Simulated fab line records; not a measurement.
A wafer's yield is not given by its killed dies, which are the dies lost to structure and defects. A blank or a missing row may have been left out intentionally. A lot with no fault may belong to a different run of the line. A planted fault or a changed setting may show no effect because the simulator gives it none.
Chamber matching :: flow nand_harc :: ald_hk-03 running NHARC_A_STAIRCASE_ALD_415: 4 sister chambers
The step deposits SiO2, target thk 30 nm, pulse time 6 s, ald cycles 300. 4 wafers are shown with their chamber, then 7 later ones without.

## WAFERS WITH THEIR CHAMBER
wafer: L155.6
chamber: 3
heater_power_w (W): 482

wafer: L156.2
chamber: 0
heater_power_w (W): 425

wafer: L160.5
chamber: 1
heater_power_w (W): 488

wafer: L160.6
chamber: 2
heater_power_w (W): 580

## WAFERS WITH NO CHAMBER GIVEN
wafer: L158.1
heater_power_w (W): 403

wafer: L158.3
heater_power_w (W): 503

wafer: L161.1
heater_power_w (W): 494

wafer: L161.2
heater_power_w (W): 468

wafer: L165.3
heater_power_w (W): 485

wafer: L165.5
heater_power_w (W): 477

wafer: L165.6
heater_power_w (W): 577

## WHICH CHAMBER EACH ONE RAN IN
wafer: L158.1
from the rows above: 0
in truth: 0

wafer: L158.3
from the rows above: can't be placed: 1 or 3
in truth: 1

wafer: L161.1
from the rows above: can't be placed: 1 or 3
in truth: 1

wafer: L161.2
from the rows above: can't be placed: 3 or 1
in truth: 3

wafer: L165.3
from the rows above: can't be placed: 1 or 3
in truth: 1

wafer: L165.5
from the rows above: can't be placed: 3 or 1
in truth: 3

wafer: L165.6
from the rows above: 2
in truth: 2
Correct placement for 2 of the 7. These rows do not allow placing 5 (true chamber among the candidates in 5). Wrongly placed: 0.
How it was worked out, from the rows above alone: a wafer's distance from a chamber is the root of the sum, over the readings, of the square of ((its reading less the chamber's mean) divided by the reading's scatter). The wafer belongs to the nearest chamber; if the next one is less than 2 further off, it can't be placed. For every chamber, the mean is computed from those of its wafers that are shown. The scatter: root of mean squared gap, hidden wafer to nearest shown wafer, with one shown wafer a chamber.
